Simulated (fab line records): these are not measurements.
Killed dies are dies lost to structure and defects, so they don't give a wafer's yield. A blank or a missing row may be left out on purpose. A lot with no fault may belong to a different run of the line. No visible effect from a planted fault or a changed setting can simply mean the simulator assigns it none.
Problem report in the 8D (eight disciplines) form, filled by code ; flow n5-finfet ; the parts of the form that need people (team, actions taken, sign-off) are left out

1. PROBLEM STATEMENT
At N5_BEOL_M9_OCD_MEAS_38, trench-depth-nm averages 206 nm over 2 wafers from 2 lots, while fault-free wafers read 149 nm, standard deviation 3.9. That puts it +15 standard deviations away from the usual mean.
First observed at day 13 17:51: wafer L901.6, on ocd-01. Wafers with a number at this step in the record: 19, from 7 lots. The rule behind "out" and "out of limits": a value lying over 4 standard deviations away from the usual mean. Any other wafer with a number is counted as sound.

2. WHAT IT IS AND WHAT IT IS NOT
question;is;is not
which readings at this step;trench-depth-nm;-
which lots;L901, L903;L888, L890, L892, L906, L908
which wafers of those lots;L901.6, L903.6;L901.2, L903.4
read on which gauges;ocd-01;-
when;from day 13 17:51;"up to then (10 sound wafers); but 7 sound wafers of L903, L906, L908 came after"

3. THE SUSPECTS, EACH WITH WHAT RULES IT OUT
Counting: a tool at a process step up to the reading stays a suspect if it ran every lot that is out. Sound lots after the first of them don't rule it out here, since some wafers of a struck lot are sound.
- the gauge at N5_BEOL_M9_OCD_MEAS_38 has been ruled out. All the wafers that are out were read on ocd-01, but those of them that N5_BEOL_M9_THK_MEAS_53 has rows for are out there too, on other tools.
- rie-diel-04 at N5_BEOL_M9_TRENCH_ETCH_37 (etches SiCOH lowk in C4F6/O2, target depth 151.43 nm, time 49 s): kept. It processed each lot that is out (first: L901, day 13 17:41); up to then, its last sound lot is L890 (day 12 12:29).
After counting, what remains is rie-diel-04 at N5_BEOL_M9_TRENCH_ETCH_37.

4. THE CAUSE (what the simulator had put in)
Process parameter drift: rie-diel-04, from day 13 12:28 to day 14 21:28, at N5_BEOL_M9_TRENCH_ETCH_37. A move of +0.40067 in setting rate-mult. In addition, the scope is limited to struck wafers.
After counting, this tool was the only one left.

5. THE EFFECT CHAIN, in route order
Rows list readings where the struck wafers' mean (over those with a number) sits beyond 3 standard deviations from the usual. Scope: only readings with a usual standard deviation given in the record; hours: median across lots of the time from each lot's start at the first step in this table that gives one to its start at this step; sigmas: change in usual standard deviations.
hours;step;reading;usual;on struck wafers;change;sigmas
0;N5_BEOL_M9_OCD_MEAS_38;trench-depth-nm;149 nm;206;+58;+15
3;N5_BEOL_M9_THK_MEAS_53;M9_THK;140 nm;198;+58;+13
3;N5_BEOL_M9_RS_MEAS_57;M9_RS;0.154 ohm/sq;0.105;-0.049;-9.5
47;N5_BEOL_M15_RC_MEAS_101;SERP_M9;3.13 ohm/um;2.15;-0.98;-8.2
47;N5_BEOL_M15_RC_MEAS_101;SERP_M9_max_site;3.21 ohm/um;2.20;-1.01;-7.8

6. HOW IT WOULD HAVE BEEN CAUGHT EARLIER
5 hours passed between the start of the fault at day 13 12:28 and the first reading out of limits at a measuring or inspecting step in this record, taken at day 13 17:51.
An alarm limit of 4 standard deviations would not have fired on the tool readings at N5_BEOL_M9_TRENCH_ETCH_37 for which the record gives a usual standard deviation, since none of them was out on any struck wafer.
L903, from the lots that are out (2), started N5_BEOL_M9_TRENCH_ETCH_37 on rie-diel-04 later than day 13 17:51. A tool hold placed at that time would have kept it from harm.
